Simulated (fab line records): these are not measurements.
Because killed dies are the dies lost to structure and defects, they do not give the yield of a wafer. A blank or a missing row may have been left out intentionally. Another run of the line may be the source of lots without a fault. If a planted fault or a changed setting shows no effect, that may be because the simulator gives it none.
Struck lot and sound lot, side by side | flow n5_finfet | 16 out of 1938 route steps
Sound: the wafers L625.2, L625.3, L625.6. Wafers L636.3, L636.4, L636.5 were the ones struck. At the end, the cause is stated.
For every step that has rows: the tool of each side, followed by ch and its chambers, followed by its first start. Under that, the readings that differ: sound wafers | struck wafers | difference of the means | sigmas: that difference in standard deviations of wafers without a fault.
alike: readings whose means differ by less than 2 such deviations, and words and numbers that are the same on both sides. not compared: withheld readings, readings that some wafer has no value for, bounds like >300 that may hide the same value, and numbers for which the record gives no deviation and whose values overlap.
The two part at a step that has a row with sigmas, a row that says differs or no value, or rows on one side only. Non-overlapping numbers with no deviation appear without sigmas and do not part them. A reading that every wafer of one side lacks parts them only if that side has two wafers or more.

first, 1 step without rows for these wafers: N5_GATE_CUT_ETCH_36 (etches SiARC in CF4, target depth 13 nm, time 21.7 s).
N5_GATE_CUT_ETCH_37: etches SOC in N2/H2, target depth 60 nm, overetch 12 nm, time 90 s.
  sound on rie_diel-04 ch 1,3, day 6 13:52; struck on rie_diel-02 ch 2,3, day 9 07:16
  alike: bias_w, chamber_pressure_mTorr, drypump_motor_current_A, oes_product_au, rf_vpp_V, showerhead_plenum_p_Torr, throttle_valve_pct
  not compared: rf_hours_counter_h
then, 4 steps without rows for these wafers: N5_GATE_CUT_STRIP_38 (strips in N2/H2); N5_GATE_CUT_STRIP_39 (strips in N2/H2); N5_GATE_CUT_HM_OPEN_40 (chemistry C4F6/O2, target SiO2, target depth 139 nm, time 85.1 s); N5_GATE_CUT_STRIP_41 (strips in CF4).
N5_GATE_CUT_STRIP_42: strips in O2.
  sound on rie_diel-04 ch 1,3, day 6 14:02; struck on rie_diel-02 ch 2,3, day 9 07:26
  alike: drypump_motor_current_A, oes_product_au, rf_vpp_V, showerhead_plenum_p_Torr, throttle_valve_pct
  not compared: rf_hours_counter_h
N5_GATE_CUT_ETCH_19: etches SiNx in CH3F/O2, target depth 53.7 nm, time 76.7 s.
  sound on rie_diel-04 ch 1,3, day 6 14:05; struck on rie_diel-02 ch 2,3, day 9 07:29
  alike: CH3F_flow_sccm, O2_flow_sccm, drypump_motor_current_A, etch_rf_on_time_s, mfc_ar_sccm, oes_product_au, rf_vpp_V, showerhead_plenum_p_Torr, throttle_valve_pct
  not compared: rf_hours_counter_h
N5_GATE_CUT_CUT_ETCH_53: etches W in SF6/Cl2, target depth 79.2 nm.
  sound on rie_metal-01 ch 1, day 6 14:11; struck on rie_metal-02 ch 0,1, day 9 07:37
  reading               | sound          | struck         | difference | sigmas
  etch_rf_on_time_s (s) | 23.6 23.5 23.6 | 25.8 27.1 27.1 | +3.1       | +3
  oes_product_au (a.u.) | 0.90 0.90 0.90 | 0.55 0.55 0.55 | -0.35      | -3
  alike: SF6_flow_sccm, bias_w, drypump_motor_current_A, he_backside_leak_sccm, throttle_valve_pct
  not compared: rf_hours_counter_h
then, 2 steps without rows for these wafers: N5_GATE_CUT_CUT_ETCH_54 (etches TiN in Cl2/BCl3, target depth 96.7 nm); N5_GATE_CUT_CUT_ETCH_55 (etches HfO2 in BCl3, target depth 3.2 nm).
N5_GATE_CUT_ETCH_47: etches SiO2 in Cl2/BCl3, target depth 10 nm.
  sound on rie_metal-01 ch 1, day 6 14:20; struck on rie_metal-02 ch 0,1, day 9 07:45
  reading                | sound             | struck            | difference | sigmas
  oes_product_au (a.u.)  | 0.96 0.95 0.96    | 0.59 0.61 0.61    | -0.35      | -3
  throttle_valve_pct (%) | 22.41 22.42 22.41 | 22.98 23.01 23.02 | +0.59      | +2
  alike: bcl3_flow_sccm, bias_w, drypump_motor_current_A, he_backside_leak_sccm, mfc_ar_sccm
  not compared: rf_hours_counter_h
N5_GATE_CUT_VAPOR_ETCH_48: etches TiN in BCl3/Cl2.
  sound on rie_metal-01 ch 1, day 6 14:22; struck on rie_metal-02 ch 0,1, day 9 07:47
  no value came back on the struck wafers for drypump_motor_current_A (A), he_backside_leak_sccm (sccm), oes_product_au (a.u.); on the sound wafers drypump_motor_current_A (A) reads 5.6 5.6 5.6
then, 1 step without rows for these wafers: N5_GATE_CUT_VAPOR_ETCH_49 (etches TiAlC in BCl3/Cl2).
-- record jumps: 4 days separate the struck wafers' starts on either side; left off in module GATE_CUT, taken up again in module BEOL_M4, whose first shown step is the route's number 1111 --
N5_BEOL_M4_RC_MEAS_101:
  sound on prober-01 ch 0, day 10 06:04; struck on prober-02 ch 0, day 13 01:14
  reading       | sound       | struck      | difference | sigmas
  ION_N (uA/um) | 682 660 643 | 700 684 691 | +30        | +2
  alike: DIBL_N, DIBL_P, IOFF_N, IOFF_P, ION_P, SS_N, SS_P, VT_N, VT_P
-- here the record skips 4 days between the struck wafers' starts before and after, leaving off in module BEOL_M4 and picking up in module PASSIVATION (first step shown: number 1936 of the route) --
N5_PASSIVATION_PROBE_49:
  only the struck wafers here have rows in the record (prober-02, day 17 03:06); the sound ones have none

## WHERE THEY PART
First at N5_GATE_CUT_CUT_ETCH_53; last, within this record, at N5_PASSIVATION_PROBE_49.

WHY: what had been put in by the simulator
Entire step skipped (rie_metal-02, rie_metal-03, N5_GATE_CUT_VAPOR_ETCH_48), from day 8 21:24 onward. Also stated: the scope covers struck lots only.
